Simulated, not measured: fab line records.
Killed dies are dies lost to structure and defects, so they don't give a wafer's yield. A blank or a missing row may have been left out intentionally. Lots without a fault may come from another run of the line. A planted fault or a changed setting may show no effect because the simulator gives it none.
Problem report, 8D (eight disciplines) form, completed by code / flow n5_finfet / the parts of the form that need people (team, actions taken, sign-off) are left out

== 1. PROBLEM STATEMENT ==
Wafers free of any fault read -0.5 nm (standard deviation 0.74) for PMOS_HMC_BLK_OVL at N5_PMOS_HMC_CHANNEL_EPI_OVL_MEAS_10, against a mean of 40.0 nm on 6 wafers of 2 lots. That puts it +55 standard deviations away from the usual mean.
The first sign was on wafer L265.1 at day 5 05:53, on overlay-01. At this step, 29 wafers from 11 lots have a number in the record. Rule for "out" (also "out of limits"): further than 4 standard deviations from the usual mean. Any other wafer with a number is counted as sound.

== 2. WHAT IT IS, WHAT IT ISN'T ==
question=which readings at this step; is=PMOS_HMC_BLK_OVL; is not=-
question=which lots; is=L265, L269; is not=L251, L252, L253, L254, L255, L256, L257, L258, L260
question=which wafers of those lots; is=all that have a number; is not=-
question=read on which gauges; is=overlay-01; is not=overlay-02
question=when; is=from day 5 05:53; is not=up to then (23 sound wafers)

== 3. SUSPECTS, AND WHAT RULES EACH OUT ==
Counting: a tool at any process step up to the reading remains a suspect when it ran all the lots that are out and ran no sound lot after the first of those.
- the gauge at N5_PMOS_HMC_CHANNEL_EPI_OVL_MEAS_10: kept. All the wafers that are out were read on overlay-01, and no step on other tools shows them out.
- rtp_anneal-01 at N5_WELL_APT_RTA_34 (time 10 s): kept. It ran every lot that is out, first L265 (day 5 04:05), and no sound lot after that; its last sound lot up to then is L256 (day 2 22:15).
- arfi_scanner-01 at N5_PMOS_HMC_CHANNEL_EPI_EXPOSE_06 (exposes mask PMOS HMC BLK, target cd 240 nm): kept. It ran every lot that is out, first L265 (day 5 05:44), and no sound lot after that; its last sound lot up to then is L257 (day 3 04:52).
The count leaves rtp_anneal-01 at N5_WELL_APT_RTA_34, arfi_scanner-01 at N5_PMOS_HMC_CHANNEL_EPI_EXPOSE_06, and overlay-01 at N5_PMOS_HMC_CHANNEL_EPI_OVL_MEAS_10.

== 4. THE CAUSE (what the simulator had put in) ==
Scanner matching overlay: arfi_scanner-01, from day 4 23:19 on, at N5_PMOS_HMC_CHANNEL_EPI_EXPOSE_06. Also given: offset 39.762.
3 suspects survive the count, and this tool is in that group.

== 5. THE CHAIN OF EFFECTS, in route order ==
Each row: a reading where the mean over the struck wafers with a number is more than 3 standard deviations away from the usual. Scope: only readings with a usual standard deviation given in the record; hours: median across lots of the time from each lot's start at the first step in this table that gives one to its start at this step; sigmas: change in usual standard deviations.
hours=0; step=N5_PMOS_HMC_CHANNEL_EPI_OVL_MEAS_10; reading=PMOS_HMC_BLK_OVL; usual=-0.5 nm; on struck wafers=40.0; change=+40.5; sigmas=+55

== 6. WHAT WOULD HAVE CAUGHT IT SOONER ==
In this record the first reading out of limits at a measuring or inspecting step was taken at day 5 05:53, 7 hours after the fault began at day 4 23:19.
An alarm limit of 4 standard deviations would not have fired on the tool readings at N5_PMOS_HMC_CHANNEL_EPI_EXPOSE_06 for which the record gives a usual standard deviation, since none of them was out on any struck wafer.
Lots out: 2; of these, L269 started N5_PMOS_HMC_CHANNEL_EPI_EXPOSE_06 on arfi_scanner-01 after day 5 05:53. Putting the tool on hold at that point would have spared it.
